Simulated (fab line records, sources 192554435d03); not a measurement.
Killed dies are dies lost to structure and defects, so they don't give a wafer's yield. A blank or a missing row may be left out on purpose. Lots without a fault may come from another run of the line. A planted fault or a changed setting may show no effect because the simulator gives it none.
Chamber matching | flow n5_finfet | N5_BEOL_M1_ALD_84 on ald_metal-02: 4 sister chambers
The step deposits TaN, pulse time 2 s, purge time 3 s, co reactant purge time 2 s. 8 wafers are shown with their chamber, then 7 later ones without.

WAFERS WITH THEIR CHAMBER
wafer  | chamber | heater_power_w (W) | mfc_carrier_sccm (sccm)
L077.2 | 0       | 475                | 1496
L077.6 | 3       | 424                | 1505
L088.3 | 0       | 500                | 1500
L093.2 | 3       | 435                | 1499
L093.4 | 1       | 379                | 1501
L093.5 | 2       | 369                | 1502
L091.2 | 2       | 368                | 1501
L091.4 | 1       | 372                | 1502

WAFERS WITHOUT THEIR CHAMBER
wafer  | heater_power_w (W) | mfc_carrier_sccm (sccm)
L091.5 | 375                | 1499
L094.3 | 369                | 1491
L094.4 | 370                | 1489
L094.5 | 377                | 1499
L092.1 | 377                | 1507
L092.2 | 430                | 1489
L092.5 | 429                | 1501

WHICH CHAMBER EACH WENT THROUGH
wafer  | from the rows above     | in truth
L091.5 | can't be placed: 1 or 2 | 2
L094.3 | can't be placed: 2 or 1 | 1
L094.4 | can't be placed: 2 or 1 | 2
L094.5 | can't be placed: 1 or 2 | 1
L092.1 | can't be placed: 1 or 2 | 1
L092.2 | can't be placed: 3 or 0 | 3
L092.5 | 3                       | 3
Placed correctly: 1 of 7. Can't be placed from these rows: 6 (the true chamber is among the candidates in 6). Placed wrongly: 0.
How it was worked out, from the rows above alone: a wafer's distance from a chamber is the root of the sum, over the readings, of the square of ((its reading less the chamber's mean) divided by the reading's scatter). The wafer belongs to the nearest chamber; if the next one is less than 2 further off, it can't be placed. A chamber's mean is the mean of its shown wafers. The scatter: the root of (the sum of the squares of (reading less its chamber's mean) over the shown wafers, divided by (wafers less chambers)).
